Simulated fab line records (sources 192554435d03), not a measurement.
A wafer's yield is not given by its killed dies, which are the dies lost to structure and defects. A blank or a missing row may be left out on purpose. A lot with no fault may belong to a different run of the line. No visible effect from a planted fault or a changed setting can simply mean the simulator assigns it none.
Lot-split experiment :: flow n5-finfet :: 7 lots, 21 wafers read, on a route of 1938 steps

== ON THE SPLIT ==
At N5_BEOL_M0_SAQP_PECVD_96 (deposits a-Si from SiH4/He, target thk 45 nm, time 45.2 s), the setting time-s was moved away from the recipe's 45.2 s on 6 of the 21 wafers read, by -14.8% to +13.8%. For the rest of the wafers, this setting stayed at what the recipe calls for.

== FROM THE SPLIT TO THE READING: what the file shows between them, 3 steps ==
- N5_BEOL_M0_SAQP_DEVELOP_13: develop time 30 s (also split here: develop-time-s)
- N5_BEOL_M0_SAQP_ETCH_101: etches SiNx in CH3F/O2, target depth 29.9 nm, time 42.7 s
- N5_BEOL_M0_SAQP_ETCH_102: etches SiO2 in CF4, target depth 4 nm, time 4.4 s

== THE READING ==
oes-product-au, in a.u., at N5_BEOL_M0_SAQP_MANDREL_ETCH_103 (etches a-Si in HBr/Cl2, stops on SiCN, target depth 45 nm, bt time 10 s, time 27 s). Fault-free wafers of this fab line usually give 0.685 a.u., standard deviation 0.01 a.u.

wafer: L081.1
tool, chamber at the split: pecvd-04, 2
time-s as run, s: 45.2
against the recipe: recipe
oes-product-au, a.u.: 0.681
against lot-mates on the recipe: -

wafer: L081.2
tool, chamber at the split: pecvd-04, 1
time-s as run, s: 38.49
against the recipe: -14.8%
oes-product-au, a.u.: 0.623
against lot-mates on the recipe: -0.050

wafer: L081.3
tool, chamber at the split: pecvd-04, 0
time-s as run, s: 45.2
against the recipe: recipe
oes-product-au, a.u.: 0.666
against lot-mates on the recipe: -

wafer: L082.2
tool, chamber at the split: pecvd-02, 2
time-s as run, s: 45.2
against the recipe: recipe
oes-product-au, a.u.: 0.679
against lot-mates on the recipe: -

wafer: L082.4
tool, chamber at the split: pecvd-02, 2
time-s as run, s: 45.2
against the recipe: recipe
oes-product-au, a.u.: 0.699
against lot-mates on the recipe: -

wafer: L082.6
tool, chamber at the split: pecvd-02, 0
time-s as run, s: 45.2
against the recipe: recipe
oes-product-au, a.u.: 0.698
against lot-mates on the recipe: -

wafer: L083.3
tool, chamber at the split: pecvd-02, 0
time-s as run, s: 45.2
against the recipe: recipe
oes-product-au, a.u.: 0.684
against lot-mates on the recipe: -

wafer: L083.4
tool, chamber at the split: pecvd-02, 1,2
time-s as run, s: 51.45
against the recipe: +13.8%
oes-product-au, a.u.: 0.728
against lot-mates on the recipe: +0.044

wafer: L083.6
tool, chamber at the split: pecvd-02, 1,2
time-s as run, s: 51.45
against the recipe: +13.8%
oes-product-au, a.u.: 0.767
against lot-mates on the recipe: +0.083

wafer: L086.1
tool, chamber at the split: pecvd-01, 1
time-s as run, s: 45.2
against the recipe: recipe
oes-product-au, a.u.: 0.678
against lot-mates on the recipe: -

wafer: L086.2
tool, chamber at the split: pecvd-01, 2
time-s as run, s: 45.2
against the recipe: recipe
oes-product-au, a.u.: 0.682
against lot-mates on the recipe: -

wafer: L086.3
tool, chamber at the split: pecvd-01, 0
time-s as run, s: 45.2
against the recipe: recipe
oes-product-au, a.u.: 0.672
against lot-mates on the recipe: -

wafer: L087.1
tool, chamber at the split: pecvd-01, 2
time-s as run, s: 45.2
against the recipe: recipe
oes-product-au, a.u.: 0.694
against lot-mates on the recipe: -

wafer: L087.2
tool, chamber at the split: pecvd-01, 1
time-s as run, s: 42.88
against the recipe: -5.1%
oes-product-au, a.u.: 0.666
against lot-mates on the recipe: -0.028

wafer: L087.3
tool, chamber at the split: pecvd-01, 0
time-s as run, s: 42.88
against the recipe: -5.1%
oes-product-au, a.u.: 0.651
against lot-mates on the recipe: -0.043

wafer: L088.1
tool, chamber at the split: pecvd-02, 1
time-s as run, s: 45.2
against the recipe: recipe
oes-product-au, a.u.: 0.676
against lot-mates on the recipe: -

wafer: L088.4
tool, chamber at the split: pecvd-02, 1
time-s as run, s: 45.2
against the recipe: recipe
oes-product-au, a.u.: 0.678
against lot-mates on the recipe: -

wafer: L088.6
tool, chamber at the split: pecvd-02, 0
time-s as run, s: 45.2
against the recipe: recipe
oes-product-au, a.u.: 0.699
against lot-mates on the recipe: -

wafer: L090.2
tool, chamber at the split: pecvd-04, 0
time-s as run, s: 45.2
against the recipe: recipe
oes-product-au, a.u.: 0.663
against lot-mates on the recipe: -

wafer: L090.4
tool, chamber at the split: pecvd-04, 2
time-s as run, s: 45.2
against the recipe: recipe
oes-product-au, a.u.: 0.686
against lot-mates on the recipe: -

wafer: L090.6
tool, chamber at the split: pecvd-04, 1
time-s as run, s: 49.6
against the recipe: +9.7%
oes-product-au, a.u.: 0.714
against lot-mates on the recipe: +0.039
Rows listing several chambers each stand for several wafers; the file does not say which wafer went through which chamber.

THE FIT
A straight line over all 21 wafers: oes-product-au changes by +0.00431 a.u. for each +1% of time-s; r = +0.91; the points scatter about the line by 0.012 a.u.
The same after taking each lot's own level away (the mean of its wafers on the recipe; 21 wafers): +0.00434 a.u. for each +1%; r = +0.92; scatter 0.011 a.u.
The reading moves by 0.064 a.u. for the largest change in time-s, on that fit.
The span of the lots' own levels, 0.6735 to 0.6940 a.u., comes to 2.0 times the standard deviation stated above.
The two slopes agree, so the slope changes little with the lot-to-lot level.
Check: for one of the wafers moved furthest among these (-14.8%), held out of the fit, the line's prediction against its lot-mates is -0.0733 a.u. It came out at -0.0505 a.u. against them.

== FURTHER SPLITS ON THESE WAFERS ==
Other splits were also applied to these wafers ahead of the reading. Each is held against what the fit with the lots' levels taken away leaves over:
other split on the same wafers: N5_MOL_CONTACT_COAG_COAT_77 spin-rpm
wafers away from the commonest value: 5
r with oes-product-au (lot level and that fit taken away): +0.22

other split on the same wafers: N5_BEOL_M0_SAQP_DEVELOP_13 develop-time-s
wafers away from the commonest value: 8
r with oes-product-au (lot level and that fit taken away): -0.17

== THE WHOLE CHAIN: every reading that the file lists as answering this split, in the file's order ==
step: N5_BEOL_M0_SAQP_PECVD_96
what it does: deposits a-Si from SiH4/He, target thk 45 nm, time 45.2 s
reading: a-Si_of_BEOL_M0_SAQP_PECVD_96.thk-nm (the simulator's own value, which no gauge read)
change (the file's fit): +0.458 nm for each +1% of the setting
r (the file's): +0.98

step: N5_BEOL_M0_SAQP_MANDREL_ETCH_103
what it does: etches a-Si in HBr/Cl2, stops on SiCN, target depth 45 nm, bt time 10 s, time 27 s
reading: oes-product-au
change (the file's fit): +0.00412 a.u. for each +1% of the setting
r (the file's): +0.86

step: N5_BEOL_M0_SAQP_MANDREL_ETCH_103
what it does: etches a-Si in HBr/Cl2, stops on SiCN, target depth 45 nm, bt time 10 s, time 27 s
reading: etch.depth-nm (the simulator's own value, which no gauge read)
change (the file's fit): +0.455 nm for each +1% of the setting
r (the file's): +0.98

step: N5_BEOL_M0_SAQP_SPACER2_ALD_26
what it does: deposits SiO2, target thk 15 nm, pulse time 1 s, purge time 2 s
reading: a-Si_of_BEOL_M0_SAQP_PECVD_96.thk-nm (the simulator's own value, which no gauge read)
change (the file's fit): +0.447 nm for each +1% of the setting
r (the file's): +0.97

== FILE'S OWN FIT ==
oes-product-au changes by +0.00412 a.u. for each +1% of time-s, r = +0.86.
